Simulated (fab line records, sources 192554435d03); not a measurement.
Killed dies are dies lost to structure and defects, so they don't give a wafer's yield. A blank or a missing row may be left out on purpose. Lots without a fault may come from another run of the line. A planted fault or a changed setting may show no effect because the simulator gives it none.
fab line records | flow n5_finfet
record lots=7 wafers=21 last_day=15
route steps=1938 shown STI_FIN_REVEAL@184
lots that met no fault: from a run of the same line without faults
start_h: hours from the record's first day to the start of the lot's first wafer shown | wait_h: hours since the lot's step before | " the same as in the row above | L1.1+2: a row that stands for several wafers | - no value, or no start given | * or withheld: withheld | < > ~ a bound
route shown NAME@n: a module of which the file shows steps, and the number in the route of the first | usual: mean/standard deviation of fault-free wafers | same: alike in all rows | chamber/n: place in a boat | sites: the reading at each site | _std_site: their standard deviation | _edge_site: outer sites' mean less inner sites' | radius_mm: how far each site lies from the wafer's centre | mask NAME#n: copy n | behind: the tool/chamber that last shaped the wafer | hold: why the lot was held/for how many hours/how that ended | device: the transistor (n, p or np) that didn't switch | end of line: the same wafers' tests at the end of the route | a step without rows: its recipe alone | killed: dies lost to structure and defects at the first sort, not the wafer's yield | map: a wafer's dies, x killed, . not, _ none there
set.NAME: the setting as run; set.NAME@STEP: as run at that earlier step | model.NAME: the simulator's own value behind a step, which no gauge read
lots at some steps of the route; a table a step, a row a wafer
services: from which hour (start_h, from the record's first day; less than 0 if before it) a tool's chamber was out of use, for how many hours, and why
## steps
# step N5_STI_FIN_REVEAL_ALD_14
# recipe material=Si3N4 target_thk_a=30 temp_c=400 ald_precursor_family=SiH2I2 ald_co_reactant=N2/H2-plasma pressure_torr=2
# usual heater_power_w=827/55
# columns lot.wafer tool chamber start_h wait_h heater_power_w
L608.1 ald_sin-02 0 34.81 0.0 814
L608.3 " 3 " " 856
L608.4 " 2 " " 861
L611.1 ald_sin-02 0 51.62 0.0 840
L611.5 " 0 " " 830
L611.6 " 3 " " 848
L613.1 ald_sin-01 2 64.96 0.0 819
L613.3 " 3 " " 931
L613.5 " 1 " " 729
L614.1 ald_sin-02 0 71.75 0.0 846
L614.3 " 2 " " 856
L614.4 " 1 " " 849
L616.2 ald_sin-02 2 90.86 0.0 846
L616.3 " 1 " " 872
L616.5 " 1 " " 850
L617.2 ald_sin-02 3 91.13 0.0 881
L617.5 " 2 " " 849
L617.6 " 3 " " 852
L619.3 ald_sin-03 2 100.38 0.0 859
L619.5 " 0 " " 761
L619.6 " 1 " " 685
# step N5_STI_FIN_REVEAL_FCVD_FILL_01
# recipe material=SiO2_flowable target_thk_a=3120 temp_c=100 pressure_torr=0.8 rf_w=2000 time_s=512.2
# step N5_STI_FIN_REVEAL_DENSIFY_02
# recipe temp_c=650 ambient=steam time_s=1800 idle_temp_c=400 densification_p_h2o_torr=640
# step N5_STI_FIN_REVEAL_CMP_04
# recipe stop_on=Si3N4 t_overpolish_s=4 down_force_psi=2 platen_rpm=54.18 post_cmp_clean=alkaline_brush pad_velocity_m_s=1.078 target_thk_nm=131.83
# usual motor_current_A=7.8/0.74 overpolish_run_s=4.001/0.0085 time_to_endpoint_s=101/4.2
# columns lot.wafer tool chamber start_h wait_h motor_current_A overpolish_run_s time_to_endpoint_s
L608.4 cmp-03 2 39.85 0.0 7.5 3.997 95
L608.1 " 3 " " 7.0 4.004 94
L608.3 " 0 " " 7.8 3.994 98
L611.1 cmp-02 1 56.74 0.1 7.8 4.003 104
L611.6 " 3 " " 7.0 4.012 103
L611.5 " 0 " " 8.6 4.006 100
L613.1 cmp-03 0 70.04 0.1 7.8 3.999 102
L613.3 " 2 " " 7.1 3.992 104
L613.5 " 0 " " 7.9 3.993 104
L614.3 cmp-03 2 76.83 0.1 7.4 4.009 97
L614.4 " 3 " " 7.1 4.000 94
L614.1 " 0 " " 8.4 4.006 99
L616.3 cmp-02 1 95.97 0.1 8.2 3.998 105
L616.2 " 2 " " 8.9 3.994 102
L616.5 " 3 " " 6.9 3.995 107
L617.2 cmp-03 3 96.17 0.0 6.9 3.992 93
L617.6 " 3 " " 7.4 4.000 89
L617.5 " 0 " " 7.8 4.004 99
L619.3 cmp-02 0 105.55 0.2 8.4 3.996 100
L619.5 " 1 " " 8.0 3.992 104
L619.6 " 2 " " 9.1 4.000 102
# step N5_STI_FIN_REVEAL_THK_MEAS_05
# usual thk_nm=131.4/1.2
# columns lot.wafer tool chamber start_h wait_h thk_nm
L608.1 film_metro-01 - 40.15 - 127.9
L608.3 " - " " 131.3
L608.4 " - " " 128.8
L611.1 film_metro-02 - 56.95 - 132.4
L611.5 " - " " 132.2
L611.6 " - " " 131.7
L613.1 film_metro-01 - 70.30 - 132.3
L613.3 " - " " 132.5
L613.5 " - " " 131.3
L614.1 film_metro-01 - 77.09 - 133.9
L614.3 " - " " 133.4
L614.4 " - " " 130.0
L616.2 film_metro-02 - 96.19 - 131.8
L616.3 " - " " 131.8
L616.5 " - " " 131.6
L617.2 film_metro-01 - 96.46 - 128.4
L617.5 " - " " 131.1
L617.6 " - " " 128.9
L619.3 film_metro-01 - 105.73 - 131.5
L619.5 " - " " 130.8
L619.6 " - " " 132.3
# step N5_STI_FIN_REVEAL_DENSIFY_30
# recipe temp_c=* time_s=* ambient=N2 idle_temp_c=600 ramp_up_c_per_s=150 ramp_down_c_per_s=60 cool_to_c=600
# usual lamp_power_pct=11.54/0.053 lamp_zone_2_pct=11.531/0.018 lamp_zone_3_pct=11.526/0.018 lamp_zone_5_pct=11.536/0.019 lamp_zone_6_pct=11.455/0.02 wafer_temp_C_max=*
# columns lot.wafer tool chamber start_h wait_h lamp_power_pct lamp_zone_2_pct lamp_zone_3_pct lamp_zone_5_pct lamp_zone_6_pct wafer_temp_C_max
L608.1 rtp_anneal-02 0 40.39 0.2 11.47 11.512 11.517 11.523 11.479 *
L608.3 " 0 " " 11.60 11.533 11.536 11.559 11.488 *
L608.4 " 0 " " 11.51 11.547 11.499 11.543 11.428 *
L611.1 rtp_anneal-02 0 57.22 0.3 11.50 11.511 11.545 11.504 11.459 *
L611.5 " 0 " " 11.53 11.513 11.541 11.540 11.465 *
L611.6 " 0 " " 11.54 11.501 11.538 11.556 11.463 *
L613.1 rtp_anneal-02 0 70.33 0.0 11.60 11.516 11.521 11.533 11.483 *
L613.3 " 0 " " 11.39 11.540 11.529 11.534 11.461 *
L613.5 " 0 " " 11.60 11.530 11.531 11.569 11.439 *
L614.1 rtp_anneal-01 0 77.11 0.0 11.63 11.557 11.529 11.549 11.442 *
L614.3 " 0 " " 11.56 11.558 11.508 11.531 11.455 *
L614.4 " 0 " " 11.56 11.546 11.547 11.527 11.474 *
L616.2 rtp_anneal-02 0 96.25 0.1 11.51 11.530 11.547 11.562 11.463 *
L616.3 " 0 " " 11.54 11.552 11.497 11.573 11.437 *
L616.5 " 0 " " 11.49 11.522 11.515 11.512 11.451 *
L617.2 rtp_anneal-02 0 96.70 0.2 11.53 11.532 11.532 11.562 11.475 *
L617.5 " 0 " " 11.62 11.531 11.526 11.520 11.454 *
L617.6 " 0 " " 11.72 11.544 11.528 11.562 11.458 *
L619.3 rtp_anneal-01 0 105.81 0.1 11.53 11.526 11.522 11.520 11.429 *
L619.5 " 0 " " 11.55 11.528 11.510 11.539 11.449 *
L619.6 " 0 " " 11.63 11.547 11.518 11.502 11.468 *
# step N5_STI_FIN_REVEAL_ETCHBACK_08
# recipe chemistry=C4F6/O2 target=SiO2 target_depth_a=305 time_s=10.167 ion_energy_ev=250 pressure_mtorr=30 source_w=345 bias_w=185 Ar_flow_sccm=300 C4F6_flow_sccm=10 O2_flow_sccm=10
# usual drypump_motor_current_A=5.8/0.42 oes_o_777_au=0.78/0.079 oes_product_au=0.77/0.094 rf_vpp_V=667/17 showerhead_plenum_p_Torr=2.85/0.096 throttle_valve_pct=21.17/0.2
# columns lot.wafer tool chamber start_h wait_h drypump_motor_current_A oes_o_777_au oes_product_au rf_hours_counter_h rf_vpp_V showerhead_plenum_p_Torr throttle_valve_pct
L608.1 rie_diel-02 3 40.61 0.2 6.3 0.71 0.73 159 687 2.96 20.86
L608.3 " 1 " " 5.6 0.75 0.73 184 651 2.71 21.10
L608.4 " 0 " " 5.9 0.95 0.99 7 684 2.91 20.98
L611.1 rie_diel-03 3 57.43 0.2 6.1 0.91 0.94 8 689 2.90 21.01
L611.5 " 1 " " 6.3 0.72 0.70 - 662 2.95 21.49
L611.6 " 2 " " 4.8 0.73 0.71 - 672 2.83 21.43
L613.1 rie_diel-03 3 70.54 0.2 6.1 0.89 0.93 13 689 2.90 21.00
L613.3 " 1 " " 6.2 0.71 0.70 237 661 2.95 21.50
L613.5 " 1 " " 6.3 0.71 0.70 - 662 2.95 21.50
L614.1 rie_diel-04 3 77.33 0.2 5.5 0.90 0.90 28 636 2.78 20.88
L614.3 " 1 " " 5.7 0.78 0.78 144 672 2.98 21.08
L614.4 " 2 " " 6.3 0.74 0.73 - 665 2.84 21.35
L616.2 rie_diel-03 3 96.43 0.2 6.1 0.87 0.92 23 687 2.89 21.02
L616.3 " 0 " " 5.7 0.68 0.67 243 677 2.82 21.39
L616.5 " 1 " " 6.2 0.70 0.69 - 659 2.94 21.49
L617.2 rie_diel-03 0 96.88 0.2 5.8 0.69 0.67 243 678 2.82 21.38
L617.5 " 2 " " 4.8 0.73 0.71 - 673 2.82 21.44
L617.6 " 1 " " 6.3 0.71 0.69 - 660 2.94 21.50
L619.3 rie_diel-04 3 106.01 0.2 5.5 0.88 0.86 40 637 2.77 20.87
L619.5 " 1 " " 5.7 0.76 0.77 - 674 2.98 21.09
L619.6 " 2 " " 6.3 0.73 0.73 - 663 2.84 21.39
# step N5_STI_FIN_REVEAL_STRIP_24
# recipe chemistry=N2/H2 time_s=90 power_w=100 temp_c=40 pressure_mtorr=100 rf_frequency_hz=6e+07 bias_power_w=3 n2_flow_sccm=300 h2_flow_sccm=300
# usual drypump_motor_current_A=5.8/0.42 oes_product_au=0.78/0.095 rf_vpp_V=45.3/0.88 showerhead_plenum_p_Torr=3.38/0.11 throttle_valve_pct=12.23/0.24
# columns lot.wafer tool chamber start_h wait_h drypump_motor_current_A oes_product_au rf_hours_counter_h rf_vpp_V showerhead_plenum_p_Torr throttle_valve_pct
L608.1 rie_diel-02 3 40.64 0.0 6.3 0.75 159 47.1 3.52 12.05
L608.3 " 1 " " 5.6 0.73 184 44.0 3.22 12.18
L608.4 " 0 " " 6.0 1.00 7 44.7 3.44 11.82
L611.1 rie_diel-03 1 57.47 0.0 6.3 0.70 232 46.2 3.48 12.56
L611.5 " 1 " " 6.3 0.69 - 45.5 3.48 12.56
L611.6 " 2 " " 4.8 0.71 - 44.3 3.33 12.40
L613.1 rie_diel-03 3 70.57 0.0 6.1 0.95 13 45.2 3.45 11.95
L613.3 " 1 " " 6.3 0.70 237 46.0 3.47 12.58
L613.5 " 1 " " 6.3 0.69 - 43.8 3.47 12.57
L614.1 rie_diel-04 3 77.36 0.0 5.6 0.89 28 45.7 3.30 11.95
L614.3 " 1 " " 5.7 0.77 144 44.9 3.52 12.21
L614.4 " 2 " " 6.3 0.73 - 44.7 3.35 12.38
L616.2 rie_diel-03 3 96.47 0.0 6.1 0.93 23 43.6 3.44 11.99
L616.3 " 0 " " 5.7 0.68 243 45.3 3.33 12.56
L616.5 " 1 " " 6.3 0.68 - 45.7 3.47 12.59
L617.2 rie_diel-03 0 96.92 0.0 5.8 0.68 243 46.8 3.33 12.57
L617.5 " 2 " " 4.8 0.71 - 45.4 3.32 12.45
L617.6 " 1 " " 6.3 0.68 - 46.4 3.47 12.60
L619.3 rie_diel-04 3 106.04 0.0 5.5 0.87 40 43.5 3.30 11.99
L619.5 " 1 " " 5.7 0.76 - 45.4 3.51 12.24
L619.6 " 2 " " 6.3 0.73 - 45.8 3.34 12.40
# step N5_STI_FIN_REVEAL_PRECLEAN_25
# recipe chemistry=SPM time_s=90 temp_c=120 mix=4:1
# step N5_STI_FIN_REVEAL_PRECLEAN_26
# recipe chemistry=SC1 time_s=45 temp_c=46 mix=1:2:100
# step N5_STI_FIN_REVEAL_PRECLEAN_29
# recipe chemistry=DHF time_s=30 temp_c=25 dilution=300:1
# step N5_STI_FIN_REVEAL_SRD_12
# recipe time_s=30 temp_c=23 rinse_liquid=diw dry=ipa_marangoni
# step N5_STI_FIN_REVEAL_RECESS_09
# recipe chemistry=HF/NH3 target=SiO2 afs_cycles=11 target_depth_a=425 temp_c=30 sublimation_temp_c=180 sublimation_time_s=60
# usual drypump_motor_current_A=5.80/0.19 temp_c=30.00/0.11
# columns lot.wafer tool chamber start_h wait_h drypump_motor_current_A temp_c
L608.1 vapor_etch-02 1 40.96 0.1 6.25 30.09
L608.3 " 1 " " 6.27 29.99
L608.4 " 0 " " 5.60 30.00
L611.1 vapor_etch-01 1 57.69 0.0 5.83 29.94
L611.5 " 1 58.75 1.1 5.82 29.99
L611.6 " 0 " " 5.64 29.96
L613.1 vapor_etch-01 0 71.59 0.8 5.68 28.63
L613.3 " 1 " " 5.86 28.62
L613.5 " 0 " " 5.68 28.29
L614.1 vapor_etch-01 0 77.58 0.0 5.69 28.36
L614.3 " 1 " " 5.83 28.63
L614.4 " 0 " " 5.68 28.52
L616.2 vapor_etch-01 1 96.68 0.0 5.84 28.52
L616.3 " 0 " " 5.67 28.60
L616.5 " 1 " " 5.84 28.87
L617.2 vapor_etch-02 1 97.33 0.2 6.24 30.05
L617.5 " 1 98.39 1.3 6.23 30.09
L617.6 " 0 " " 5.60 29.96
L619.3 vapor_etch-02 0 106.79 0.6 5.60 29.90
L619.5 " 0 " " 5.60 29.78
L619.6 " 1 " " 6.24 30.00
# step N5_STI_FIN_REVEAL_STRIP_16
# recipe chemistry=H3PO4 material=SiNx temp_c=165 target_depth_a=238 overetch_fraction=0.4964 dry=ipa_marangoni
## services
# columns tool chamber start_h hours kind
ald_sin-03 0 10.96 18.2 repair
rie_diel-03 3 15.72 - clean
rie_diel-03 3 15.72 - consumable_replace:focus_ring
rie_diel-03 3 15.72 13.9 scheduled_down
rie_diel-03 3 15.72 13.9 vent_cycle
ald_sin-03 3 22.18 122.2 repair
cmp-02 - 24.83 5.1 pm
cmp-03 - 27.09 5.5 repair
rie_diel-02 - 34.89 0.7 repair
ald_sin-03 - 50.67 1.9 repair
vapor_etch-02 - 51.94 28.1 pm
rtp_anneal-01 - 55.40 5.4 pm
rie_diel-02 1 56.93 4.6 repair
rie_diel-03 0 57.56 11.0 repair
rie_diel-04 2 58.03 14.0 repair
ald_sin-01 - 67.47 2.4 repair
ald_sin-01 3 76.89 15.8 repair
cmp-02 - 79.15 1.1 repair
ald_sin-02 0 83.17 1.5 repair
ald_sin-03 - 85.83 14.0 pm
rie_diel-02 0 91.45 11.1 repair
rie_diel-02 3 99.64 9.0 repair
rie_diel-03 1 103.52 - clean
rie_diel-03 1 103.52 - consumable_replace:esc
## key
first_sign step=N5_STI_FIN_REVEAL_RECESS_09 reading=temp_c direction=down sigmas=13 usual=* struck=*
effect none on later readings
met_at N5_STI_FIN_REVEAL_RECESS_09
struck_wafers L613.1,L613.3,L613.5,L614.1,L614.3,L614.4,L616.2,L616.3,L616.5
rows_end L613.1,L613.3,L613.5,L614.1,L614.3,L614.4
onset_between 57.69 71.59
fault kind=process_parameter_drift tool=vapor_etch-01 chamber=- onset_h=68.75 steps=N5_STI_FIN_REVEAL_RECESS_09 channel=temp_c offset=* shape=step acts_in=* stated=*
# rows_end: these wafers met a further fault down the route, and their rows from its step on are left out
